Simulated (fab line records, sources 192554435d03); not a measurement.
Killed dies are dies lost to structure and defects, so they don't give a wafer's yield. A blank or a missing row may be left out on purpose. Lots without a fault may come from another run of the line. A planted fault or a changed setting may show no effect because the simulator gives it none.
Chamber matching | flow n5_finfet | N5_MOL_CONTACT_COAG_CO_FILL_22 on cvd_co-02: 3 sister chambers
The step material Co, precursor CCTBA/H2, target thk 20 nm. 20 wafers are shown with their chamber, then 10 later ones without.

WAFERS WITH THEIR CHAMBER
wafer  | chamber | heater_power_w (W) | heater_power_outer_w (W)
L075.1 | 2       | 276                | 141
L075.3 | 1       | 288                | 146
L075.6 | 0       | 237                | 120
L083.2 | 1       | 302                | 148
L083.3 | 0       | 237                | 123
L083.4 | 1       | 296                | 145
L084.2 | 2       | 277                | 139
L084.4 | 2       | 273                | 139
L084.5 | 2       | 278                | 137
L087.2 | 0       | 233                | 122
L087.3 | 1       | 302                | 146
L087.5 | 0       | 240                | 126
L088.3 | 2       | 277                | 138
L088.5 | 2       | 272                | 140
L088.6 | 1       | 297                | 149
L093.1 | 2       | 271                | 140
L093.5 | 2       | 270                | 143
L093.6 | 1       | 300                | 147
L094.2 | 1       | 296                | 146
L094.3 | 0       | 238                | 125

SIGNATURES (means of the wafers above)
reading              | chamber 0 | chamber 1 | chamber 2 | scatter within a chamber
heater_power_w       | 237.00    | 297.29    | 274.25    | 3.72
heater_power_outer_w | 123.20    | 146.71    | 139.62    | 1.85
Rule: a wafer's distance from a chamber is the root of the sum, over the readings, of the square of ((its reading less the chamber's mean) divided by the reading's scatter). The wafer belongs to the nearest chamber; if the next one is less than 2 further off, it can't be placed. The scatter: the root of (the sum of the squares of (reading less its chamber's mean) over the shown wafers, divided by (wafers less chambers)).

WAFERS WITHOUT THEIR CHAMBER
wafer  | heater_power_w (W) | heater_power_outer_w (W)
L094.4 | 269                | 139
L095.2 | 238                | 119
L095.3 | 270                | 140
L095.5 | 267                | 142
L096.2 | 239                | 123
L096.3 | 277                | 142
L096.4 | 265                | 142
L097.1 | 266                | 144
L097.2 | 233                | 119
L097.4 | 275                | 143

WHICH CHAMBER EACH WENT THROUGH
wafer  | from the rows above | in truth
L094.4 | 2                   | 2
L095.2 | 0                   | 0
L095.3 | 2                   | 2
L095.5 | 2                   | 2
L096.2 | 0                   | 0
L096.3 | 2                   | 2
L096.4 | 2                   | 2
L097.1 | 2                   | 2
L097.2 | 0                   | 0
L097.4 | 2                   | 2
Placed correctly: 10 of 10. Can't be placed from these rows: 0. Placed wrongly: 0.
